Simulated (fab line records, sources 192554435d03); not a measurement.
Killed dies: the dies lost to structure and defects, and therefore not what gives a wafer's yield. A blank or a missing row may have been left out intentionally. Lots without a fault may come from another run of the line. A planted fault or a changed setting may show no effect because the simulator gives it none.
Comparing a struck lot with a sound one	flow n5Finfet	39 steps out of a route of 1938
Sound: these wafers, L803.1, L803.4, L803.5. Wafers L813.3, L813.4, L813.5 were the ones struck. The cause is given at the end.
Each step with rows lists, per side, the tool, then ch with its chambers, then its first start. Under that, the readings that differ: sound wafers	struck wafers	difference of the means	sigmas: that difference in standard deviations of wafers without a fault.
alike: readings whose means differ by less than 2 such deviations, and words and numbers that are the same on both sides. not compared: withheld readings, readings that some wafer has no value for, bounds like >300 that may hide the same value, and numbers for which the record gives no deviation and whose values overlap.
The two part at a step that has a row with sigmas, a row that says differs or no value, or rows on one side only. Non-overlapping numbers with no deviation appear without sigmas and do not part them. Lack of a reading on every wafer of one side parts them only where that side has two or more wafers.

first, 9 steps without rows for these wafers: N5_HKMG_FIN_SOFTBAKE_07 (time 60 s); N5_HKMG_FIN_EXPOSE_09 (exposes mask NWFM); N5_HKMG_FIN_PEB_10 (peb time 60 s); N5_HKMG_FIN_DEVELOP_11 (develop time 30 s); N5_HKMG_FIN_DESCUM_17 (chemistry O2, time 7.9 s); N5_HKMG_FIN_ETCH_31 (etches SiARC in CF4, target depth 45.5 nm, time 75.8 s); N5_HKMG_FIN_ETCH_32 (etches SOC in N2/H2, target depth 240 nm, time 300 s); N5_HKMG_FIN_STRIP_33 (strips in N2/H2); N5_HKMG_FIN_STRIP_34 (strips in CF4).
N5_HKMG_FIN_ETCH_35: etches SOC in N2/H2, target depth 215.8 nm, time 243.4 s.
  sound on rieDiel-01 ch 1,2,3, day 4 19:00; struck on rieDiel-01 ch 0,2,3, day 7 12:18
  no value came back on the struck wafers for any of 7 readings (biasW (W), chamberPressureMTorr (mTorr) and others); on the sound wafers biasW (W) reads 5.017 4.992 4.993
reading	sound	struck	difference	sigmas
model.SOC_of_HKMG_FIN_COAT_29.thkNm (nm)	86.2 96.4 83	297.6 298 298.6	+209.5	
model.HKMG_FIN.featureDepthNm (nm)	213.6 203.2 217.2	232.8 239 230.6	+22.8	
  not compared: rfHoursCounterH
N5_HKMG_FIN_STRIP_92: strips SOC in N2/H2, time 20 s.
  sound on rieDiel-01 ch 1,2,3, day 4 19:09; struck on rieDiel-01 ch 0,2,3, day 7 12:27
reading	sound	struck	difference	sigmas
model.SOC_of_HKMG_FIN_COAT_29.thkNm (nm)	76 86.8 72.8	287.6 287.8 288.8	+209.5	
  alike: drypumpMotorCurrentA, oesProductAu, rfVppV, showerheadPlenumPTorr, throttleValvePct
  not compared: rfHoursCounterH
then, 26 steps without rows for these wafers: N5_HKMG_FIN_WET_ETCH_18 (etches TiN in SC1, time 55 s, target depth 5.2 nm, rinse time 30 s); N5_HKMG_FIN_STRIP_19 (strips in N2/H2, time 360 s); N5_HKMG_FIN_ALD_91 (deposits TiN, target thk 1 nm, pulse time 1 s, purge time 3 s); N5_HKMG_FIN_COAT_85 (time 60 s, resist thk 300 nm); N5_HKMG_FIN_ETCH_86 (etches SOC in N2/H2, stops on TiN, target depth 393.2 nm); N5_HKMG_FIN_STRIP_89 (strips SOC in N2/H2, time 20 s); N5_HKMG_FIN_WET_ETCH_87 (etches TiN in SC1, time 154.2 s, target depth 4.7 nm, rinse time 30 s); N5_HKMG_FIN_STRIP_88 (strips in N2/H2, time 360 s); N5_HKMG_FIN_NWFM_ALD_20 (deposits TiAlC, target thk 2 nm, pulse time 3 s, purge time 2 s); N5_HKMG_FIN_ALD_71 (deposits TiN, target thk 1 nm, pulse time 1 s, purge time 3 s); N5_HKMG_FIN_COAT_66 (time 60 s, resist thk 300 nm); N5_HKMG_FIN_ETCH_67 (etches SOC in N2/H2, stops on TiN, target depth 388.9 nm); N5_HKMG_FIN_STRIP_90 (strips SOC in N2/H2, time 20 s); N5_HKMG_FIN_WET_ETCH_73 (etches the open film in SC1, time 42.3 s, target depth 1.3 nm, rinse time 30 s); N5_HKMG_FIN_ETCHBACK_68 (etches the open film in Cl2/Ar, stops on HfO2, target depth 0.5 nm); N5_HKMG_FIN_STRIP_69 (strips in N2/H2, time 360 s); N5_HKMG_FIN_ALD_21 (deposits TiN, target thk 1.5 nm, pulse time 1 s, purge time 3 s); N5_HKMG_FIN_ALD_72 (deposits W, target thk 2 nm, pulse time 1 s, purge time 2 s); N5_HKMG_FIN_W_FILL_22 (material W, target thk 60 nm, time 18.2 s); N5_HKMG_FIN_PRECLEAN_83 (cleans in DIW, time 57.5 s); N5_HKMG_FIN_SRD_84 (dry time 32 s); N5_HKMG_FIN_CMP_23 (polishes, stops on SiNx, t overpolish 10 s, target thk 46.326 nm); N5_HKMG_FIN_CMP_94 (polishes, stops on SiNx, t overpolish 4.7 s, target thk 43.299 nm); N5_GATE_CUT_ETCHBACK_00 (etches W in SF6/Cl2); N5_GATE_CUT_ETCH_56 (etches TiN in Cl2/Ar, target depth 21.6 nm); N5_GATE_CUT_ETCHBACK_30 (etches TiN in Cl2/Ar, target depth 3 nm).
-- the record jumps here: 8 days lie between the struck wafers' starts before and after (it left off in module GATE_CUT and takes up again in module BEOL_M4, whose first step shown is number 1111 of the route) --
N5_BEOL_M4_RC_MEAS_101:
  sound on prober-02 ch 0, day 12 12:32; struck on prober-01 ch 0, day 15 17:44
reading	sound	struck	difference	sigmas
IOFF_N (nA/um)	0.14 0.21 0.22	0.00 0.00 0.00	-0.19	-5
IOFF_N_85C (nA/um)	2.9 3.9 4.1	0.0 0.0 0.0	-3.6	-6
IOFF_N_LIN (nA/um)	0.069 0.089 0.090	0.000 0.000 0.000	-0.083	-6
IOFF_N_LONG (nA/um)	5.15e-05 5.21e-05 5.25e-05	3.08e-05 3.09e-05 3.1e-05	-2.11e-05	-8
ION_N (uA/um)	672 679 685	244 240 243	-436	-36
VT_N (mV)	250 248 245	453 464 453	+209	+65
VT_N_LONG (mV)	277.0 278.3 276.6	480.0 482.1 479.6	+203.3	+97
VT_N_LVT (mV)	100 96 95	302 307 307	+208	+65
  alike: DIBL_N, DIBL_P, IOFF_P, ION_P, SS_N, SS_P, VT_P
-- a jump in the record: the struck wafers' starts before and after are 4 days apart (it breaks off in module BEOL_M4 and resumes in module PASSIVATION, where the first step shown is number 1936 of the route) --
N5_PASSIVATION_PROBE_49:
  sound: prober-01 at day 17 08:16; struck: prober-01 at day 19 22:34
reading	sound	struck	difference	sigmas
sort_bin_8_speed (%)	0 0 0	88.64 91.36 91.95	+90.65	+99 or more
sortNPass	1073 1080 1051	0 0 0	-1068	-63
sortYieldPct (%)	90.9 91.5 89.1	0 0 0	-90	-65
  alike: defectLimitedYield, killed_at_M0_to_M3, killed_at_M4_up, killedAtContacts, killedAtFrontEnd, killedAtOther, killedDies, killedOpen, killedShort, sort_bin_5_function, sort_bin_6_memory

WHERE THEY PART
Earliest at N5_HKMG_FIN_ETCH_35; latest, in this record, at N5_PASSIVATION_PROBE_49.

WHY: the cause the simulator had injected
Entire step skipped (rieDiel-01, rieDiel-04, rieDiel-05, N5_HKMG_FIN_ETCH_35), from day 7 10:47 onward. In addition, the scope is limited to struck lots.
